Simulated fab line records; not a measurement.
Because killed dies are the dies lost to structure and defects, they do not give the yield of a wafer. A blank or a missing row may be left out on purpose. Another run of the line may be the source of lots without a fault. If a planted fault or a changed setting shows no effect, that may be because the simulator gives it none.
Matching of chambers -- flow n5-finfet -- N5_HKMG_FIN_ETCH_32 on rie-diel-05: 4 sister chambers
The step etches SOC in N2/H2, target depth 240 nm, time 300 s. 14 wafers are shown with their chamber, then 7 later ones without.

== WAFERS PAIRED WITH THEIR CHAMBERS ==
wafer,chamber,drypump-motor-current-A (A),throttle-valve-pct (%),showerhead-plenum-p-Torr (Torr)
L074.1,0,5.4,17.8,2.48
L074.2,1,5.6,17.2,2.64
L074.3,2,5.1,18.0,2.64
L076.3,0,5.4,17.8,2.47
L076.4,3,5.1,18.1,2.62
L076.5,1,5.6,17.2,2.64
L081.2,1,5.6,17.2,2.64
L081.3,0,5.4,17.9,2.47
L081.5,0,5.4,17.8,2.47
L088.3,1,5.6,17.2,2.63
L088.4,1,5.6,17.2,2.63
L088.5,0,5.4,17.9,2.46
L092.1,3,5.1,18.2,2.60
L092.3,2,5.2,18.0,2.63

SIGNATURES (averages over the wafers above)
reading,chamber 0,chamber 1,chamber 2,chamber 3,scatter within a chamber
drypump-motor-current-A,5.400,5.600,5.150,5.100,0.0224
throttle-valve-pct,17.840,17.200,18.000,18.150,0.0412
showerhead-plenum-p-Torr,2.4700,2.6360,2.6350,2.6100,0.00755
Rule: for each reading, subtract the chamber's mean from the wafer's reading, divide by that reading's scatter and square the result; add these up over the readings and take the root, which gives the wafer's distance from the chamber. The wafer belongs to the nearest chamber; if the next one is less than 2 further off, it can't be placed. The scatter: take each reading less its chamber's mean, square it, sum over the shown wafers, divide by the number of wafers less the number of chambers, and take the root.

== WAFERS MISSING THEIR CHAMBER ==
wafer,drypump-motor-current-A (A),throttle-valve-pct (%),showerhead-plenum-p-Torr (Torr)
L092.4,5.6,17.2,2.63
L095.1,5.4,17.9,2.46
L095.4,5.1,18.2,2.60
L095.6,5.4,17.9,2.46
L097.2,5.4,17.9,2.45
L097.5,5.2,17.6,2.62
L097.6,5.1,18.2,2.59

== WHICH CHAMBER EACH ONE RAN IN ==
wafer,from the rows above,in truth
L092.4,1,1
L095.1,0,0
L095.4,3,3
L095.6,0,0
L097.2,0,0
L097.5,2,2
L097.6,3,3
Correctly placed: 7 of 7. Left unplaced by these rows: 0. Number placed wrongly: 0.
